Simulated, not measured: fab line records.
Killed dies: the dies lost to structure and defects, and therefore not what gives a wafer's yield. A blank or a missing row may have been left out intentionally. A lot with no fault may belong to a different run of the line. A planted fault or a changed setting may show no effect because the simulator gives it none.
Matching of chambers + flow n5-finfet + rie-diel-01 running N5_BEOL_M9_VIA_ETCH_34: 4 sister chambers
The step etches SiCOH lowk in C4F6/O2, target depth 182.4 nm, time 68.4 s. 4 wafers are shown with their chamber, then 8 later ones without.

## WAFERS WITH THEIR CHAMBER
| wafer  | chamber | oes-product-au (a.u.) |
|--------|---------|-----------------------|
| L084.3 | 2       | 1.00                  |
| L084.4 | 0       | 0.84                  |
| L092.2 | 1       | 0.82                  |
| L093.1 | 3       | 0.68                  |

## WAFERS MISSING THEIR CHAMBER
| wafer  | oes-product-au (a.u.) |
|--------|-----------------------|
| L093.5 | 0.82                  |
| L093.6 | 0.67                  |
| L094.2 | 0.82                  |
| L094.3 | 0.81                  |
| L094.5 | 0.93                  |
| L096.2 | 0.91                  |
| L096.3 | 0.80                  |
| L096.4 | 0.91                  |

## EACH ONE'S CHAMBER
| wafer  | from the rows above          | in truth |
|--------|------------------------------|----------|
| L093.5 | can't be placed: 1 or 0      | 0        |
| L093.6 | 3                            | 3        |
| L094.2 | can't be placed: 1 or 0      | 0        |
| L094.3 | can't be placed: 1 or 0      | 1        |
| L094.5 | can't be placed: 2 or 0 or 1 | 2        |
| L096.2 | can't be placed: 0 or 2 or 1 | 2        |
| L096.3 | can't be placed: 1 or 0      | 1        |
| L096.4 | can't be placed: 0 or 2 or 1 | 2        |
1 of 8 placed correctly. Not placeable from these rows: 7 (in 7, the candidates include the true chamber). 0 placed wrongly.
How it was worked out, from the rows above alone: a wafer's distance from a chamber is the root of the sum, over the readings, of the square of ((its reading less the chamber's mean) divided by the reading's scatter). The wafer belongs to the nearest chamber; if the next one is less than 2 further off, it can't be placed. For every chamber, the mean is computed from those of its wafers that are shown. The scatter: root of mean squared gap, hidden wafer to nearest shown wafer, with one shown wafer a chamber.
